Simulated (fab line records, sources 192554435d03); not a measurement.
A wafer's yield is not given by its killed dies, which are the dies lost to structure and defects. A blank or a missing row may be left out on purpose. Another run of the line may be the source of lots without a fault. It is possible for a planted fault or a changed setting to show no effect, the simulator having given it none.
The tool behind it: which one? ; flow n5-finfet ; 11 lots, 33 wafers sampled, at 5 steps of a route of 1938

## WHAT THE GAUGES SHOWED, per wafer
The record holds no reading of a measuring or inspecting step that can be judged against a usual standard deviation.

## EACH LOT AND THE TOOL THAT RAN IT (in order: tool; ch and the chambers of the sampled wafers; start)
lot;N5_BEOL_M4_SPUTTER_90;N5_BEOL_M4_ANNEAL_91;N5_BEOL_M5_ILD_DEP_00;N5_BEOL_M5_PECVD_70;N5_PASSIVATION_PROBE_49
L146;pvd-sputter-02, day 8 11:05;pvd-sputter-02, day 8 11:10;pecvd-04 ch 1,2, day 8 13:49;pecvd-04 ch 1,2, day 8 14:28;-
L148;pvd-sputter-03, day 9 03:39;pvd-sputter-03, day 9 03:44;pecvd-02 ch 0,1,2, day 9 06:24;pecvd-04 ch 0,1, day 9 07:09;-
L149;pvd-sputter-01, day 9 06:08;pvd-sputter-01, day 9 06:13;pecvd-02 ch 0,1, day 9 08:53;pecvd-01 ch 1,2, day 9 09:30;prober-02, day 13 16:16
L151;pvd-sputter-01, day 9 11:23;pvd-sputter-01, day 9 11:28;pecvd-01 ch 0,2, day 9 14:16;pecvd-02 ch 0,2, day 9 14:52;-
L154;pvd-sputter-03, day 10 10:51;pvd-sputter-03, day 10 10:56;pecvd-02 ch 0,1,2, day 10 13:35;pecvd-04 ch 0,1,2, day 10 14:12;-
L159;pvd-sputter-01, day 11 16:07;pvd-sputter-01, day 11 16:11;pecvd-01 ch 0,1,2, day 11 19:06;pecvd-02 ch 1,2, day 11 19:43;-
L160;pvd-sputter-02, day 11 19:28;pvd-sputter-02, day 11 19:32;pecvd-04 ch 0,1,2, day 11 22:50;pecvd-04 ch 0,2, day 11 23:29;-
L161;pvd-sputter-01, day 12 06:58;pvd-sputter-01, day 12 07:02;pecvd-01 ch 0,1,2, day 12 09:41;pecvd-01 ch 0,1, day 12 10:17;-
L162;pvd-sputter-03, day 12 17:16;pvd-sputter-03, day 12 17:20;pecvd-04 ch 0,1,2, day 12 20:03;pecvd-04 ch 0,1,2, day 12 20:40;-
L167;pvd-sputter-03, day 13 08:31;pvd-sputter-03, day 13 08:35;pecvd-04 ch 0,1, day 13 11:14;pecvd-01 ch 0,1, day 13 11:50;-
L166;pvd-sputter-01, day 14 00:23;pvd-sputter-01, day 14 00:28;pecvd-04 ch 1,2, day 14 03:06;pecvd-02 ch 1,2, day 14 03:43;-
- N5_BEOL_M4_SPUTTER_90: material Cu, target thk 4.5 nm, time 8.29 s.
- N5_BEOL_M4_ANNEAL_91: time 240 s.
- N5_BEOL_M5_ILD_DEP_00: deposits SiCOH lowk from DEMS/porogen, target thk 140.64 nm, time 25.9 s.
- N5_BEOL_M5_PECVD_70: deposits SiO2 from TEOS/O2, target thk 16 nm, time 18 s.
- N5_PASSIVATION_PROBE_49

## AS READ BY THE TOOLS THEMSELVES (means over the sampled wafers that have a number; for cases with no such wafer, the mark the record gives instead)
N5_BEOL_M4_SPUTTER_90. Usual: chuck-gas-flow-sccm 1.27 sccm, standard deviation 0.054; throttle-valve-pct 30.2 %, standard deviation 0.97.
lot;tool;chuck-gas-flow-sccm (sccm);throttle-valve-pct (%);flag
L146;pvd-sputter-02;1.29;28.9;
L148;pvd-sputter-03;1.26;30.4;
L149;pvd-sputter-01;1.27;30.9;
L151;pvd-sputter-01;1.25;31.4;
L154;pvd-sputter-03;1.25;29.6;
L159;pvd-sputter-01;1.30;30.5;
L160;pvd-sputter-02;1.25;29.4;
L161;pvd-sputter-01;1.26;30.7;
L162;pvd-sputter-03;1.26;30.5;
L167;pvd-sputter-03;1.23;30.4;
L166;pvd-sputter-01;1.26;30.1;

N5_BEOL_M4_ANNEAL_91. Usual: heater-power-w 871 W, standard deviation 63.
lot;tool;heater-power-w (W);flag
L146;pvd-sputter-02;887;
L148;pvd-sputter-03;879;
L149;pvd-sputter-01;878;
L151;pvd-sputter-01;868;
L154;pvd-sputter-03;833;
L159;pvd-sputter-01;855;
L160;pvd-sputter-02;890;
L161;pvd-sputter-01;849;
L162;pvd-sputter-03;866;
L167;pvd-sputter-03;852;
L166;pvd-sputter-01;866;

N5_BEOL_M5_ILD_DEP_00. Usual: chamber-pressure-Torr 5.001 Torr, standard deviation 0.01; heater-power-w 278 W, standard deviation 28; showerhead-plenum-p-Torr 5.737 Torr, standard deviation 0.013; susceptor-temp-C 299.98 C, standard deviation 0.17; throttle-valve-pct 14.3 %, standard deviation 0.8.
lot;tool;chamber-pressure-Torr (Torr);heater-power-w (W);showerhead-plenum-p-Torr (Torr);susceptor-temp-C (C);throttle-valve-pct (%);flag
L146;pecvd-04;5.004;275;5.729;299.97;13.9;
L148;pecvd-02;5.005;259;5.719;299.93;14.6;
L149;pecvd-02;5.007;255;5.736;300.03;15.4;
L151;pecvd-01;4.998;279;5.742;299.98;13.9;
L154;pecvd-02;4.997;290;5.731;301.66;14.7;OFF
L159;pecvd-01;5.000;269;5.744;299.74;14.6;
L160;pecvd-04;4.997;286;5.734;300.10;14.0;
L161;pecvd-01;5.001;289;5.743;299.98;14.5;
L162;pecvd-04;5.000;292;5.733;299.94;14.1;
L167;pecvd-04;4.990;280;5.735;300.05;14.9;
L166;pecvd-04;4.999;310;5.739;299.88;14.1;

N5_BEOL_M5_PECVD_70. Usual: chamber-pressure-Torr 5.500 Torr, standard deviation 0.012; heater-power-w 660 W, standard deviation 60; showerhead-plenum-p-Torr 8.77 Torr, standard deviation 0.054; throttle-valve-pct 23.4 %, standard deviation 1.1.
lot;tool;chamber-pressure-Torr (Torr);heater-power-w (W);showerhead-plenum-p-Torr (Torr);throttle-valve-pct (%);flag
L146;pecvd-04;5.498;704;8.75;22.7;
L148;pecvd-04;5.504;670;8.79;23.8;
L149;pecvd-01;5.498;731;8.79;24.0;
L151;pecvd-02;5.503;629;8.70;23.3;
L154;pecvd-04;5.500;695;8.79;22.7;
L159;pecvd-02;5.500;670;8.78;24.0;
L160;pecvd-04;5.502;646;8.80;22.8;
L161;pecvd-01;5.497;695;8.84;23.4;
L162;pecvd-04;5.502;668;8.79;22.9;
L167;pecvd-01;5.499;717;8.82;23.3;
L166;pecvd-02;5.509;642;8.79;24.2;

N5_PASSIVATION_PROBE_49. Usual: defect-limited-yield 91.3 %, standard deviation 1.4; killed_at_M0_to_M3 35, standard deviation 11; killed_at_M4_up 14, standard deviation 5.4; killed-at-contacts 12, standard deviation 6.2; killed-at-front-end 38, standard deviation 11; killed-at-other 4.1, standard deviation 2.8; killed-dies 103, standard deviation 17; killed-open 66, standard deviation 13; killed-short 34, standard deviation 8.2; sort_bin_5_function 5.1 %, standard deviation 0.89; sort_bin_6_memory 3.3 %, standard deviation 0.72; sort_bin_8_speed 0.00 %, standard deviation 0.0099; sort-n-pass 1077, standard deviation 17; sort-yield-pct 91.3 %, standard deviation 1.4.
lot;tool;defect-limited-yield (%);killed_at_M0_to_M3;killed_at_M4_up;killed-at-contacts;killed-at-front-end;killed-at-other;killed-dies;killed-open;killed-short;sort_bin_5_function (%);sort_bin_6_memory (%);sort_bin_8_speed (%);sort-n-pass;sort-yield-pct (%);flag
L149;prober-02;89.9;38;15;22;38;6.3;119;70;45;5.8;3.7;0.00;1061;89.9;

## THE ANSWER, worked out from the rows above alone
Rule: take the mean of a lot's wafers that have a number; if it is more than 3 standard deviations from the usual mean, the lot is off. Also off: a lot with no number at a reading for which 4 or more lots have one. Any other lot the step has rows for is counted as sound. After the gauges, taken in route order, come the tools' own readings; for these a lot's mean is taken, as printed above. The first step at which some lot is off is used, and at that step the reading that is off furthest; a lot without a number counts as furthest.
Off, at N5_BEOL_M5_ILD_DEP_00 on susceptor-temp-C: L154.
A tool fits if, at that step or a process step before it, it ran every lot that is off, and no sound lot after the first of them. One fits: N5_BEOL_M5_ILD_DEP_00 on pecvd-02. A fault onset in the window from L149 (day 9 08:53, its last sound lot) to L154 (day 10 13:35, its first lot off) fits.
On the lots that are off, the tool's own readings at N5_BEOL_M5_ILD_DEP_00 differ by more than 5 times the standard deviation of the sound lots' means, which bears it out; susceptor-temp-C reads 301.66 C there versus 299.96 C on the sound lots.

## WHAT WAS PUT IN BY THE SIMULATOR
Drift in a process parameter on pecvd-02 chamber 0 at N5_BEOL_M5_ILD_DEP_00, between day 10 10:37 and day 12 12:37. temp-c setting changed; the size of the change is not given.
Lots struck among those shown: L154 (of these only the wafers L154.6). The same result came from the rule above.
